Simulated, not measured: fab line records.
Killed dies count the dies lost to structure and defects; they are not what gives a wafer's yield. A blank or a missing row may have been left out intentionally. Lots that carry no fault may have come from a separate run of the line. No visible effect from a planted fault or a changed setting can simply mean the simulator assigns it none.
Code-filled problem report in 8D (eight disciplines) form	flow n5-finfet	the parts of the form that need people (team, actions taken, sign-off) are left out

1. THE ISSUE
susceptor-temp-C at N5_BEOL_M4_PECVD_72 reads a mean of 403.65 C on 2 wafers of 2 lots; wafers without a fault read 400.00 C with a standard deviation of 0.25. Measured from the usual mean, that is +15 standard deviations.
The step: deposits SiO2 from TEOS/O2, target thk 16 nm, time 18 s.
First seen on wafer L448.3, day 11 02:55, on pecvd-04. Wafers with a number at this step in the record: 12, from 4 lots. Rule for "out", or "out of limits": more than 4 standard deviations from the usual mean. All remaining wafers that have a number are taken as sound.

2. WHAT IT IS, AND WHAT IT ISN'T
question	is	is not
which readings at this step	susceptor-temp-C	heater-power-w, showerhead-plenum-p-Torr, throttle-valve-pct
which lots	L447, L448	L441, L452
which wafers of those lots	L447.3, L448.3	L447.1, L447.5, L448.1, L448.5
read on which tools	pecvd-04	pecvd-01
when	from day 11 02:55	up to then (5 sound wafers); but 5 sound wafers of L447, L452 came after

3. SUSPECTS, AND WHAT RULES EACH OUT
Counting: any tool at a process step up to the reading remains a suspect provided it ran every lot that is out. Sound lots after the first of them don't rule it out here, since some wafers of a struck lot are sound.
- pecvd-04 at N5_BEOL_M4_PECVD_72 (deposits SiO2 from TEOS/O2, target thk 16 nm, time 18 s): kept. It ran every lot that is out, first L448 (day 11 02:55); its last sound lot up to then is L441 (day 9 21:49). Its own readings are out on those wafers: susceptor-temp-C.
- At N5_BEOL_M4_PECVD_72, inside pecvd-04: chamber 0 took the wafers that are out, while their sound lot-mates went through chambers 1, 2.
Left after counting: pecvd-04 at N5_BEOL_M4_PECVD_72.

4. THE CAUSE (what the simulator had put in)
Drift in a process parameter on pecvd-04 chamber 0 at N5_BEOL_M4_PECVD_72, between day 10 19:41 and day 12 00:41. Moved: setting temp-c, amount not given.
The count eliminated every tool but this one.

5. THE CHAIN OF EFFECTS, in route order
Rows list readings where the struck wafers' mean (over those with a number) sits beyond 3 standard deviations from the usual. Only readings whose record carries a usual standard deviation are examined. hours: median over the lots of the time between each lot's start at the first step of this table that gives one and its start at this step. sigmas: the change, counted in usual standard deviations.
hours	step	reading	usual	on struck wafers	change	sigmas
0	N5_BEOL_M4_PECVD_72	susceptor-temp-C	400.00 C	403.65	+3.65	+15
Its process steps:
- N5_BEOL_M4_PECVD_72: deposits SiO2 from TEOS/O2, target thk 16 nm, time 18 s.
At these later measuring or inspecting steps, every struck wafer for which the step has a row has a number for every such reading, and none has moved that far: N5_BEOL_M4_RC_MEAS_101.

6. WHAT WOULD HAVE CAUGHT IT SOONER
In this record the first reading out of limits was taken at day 11 02:55, 7 hours after the fault began at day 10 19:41.
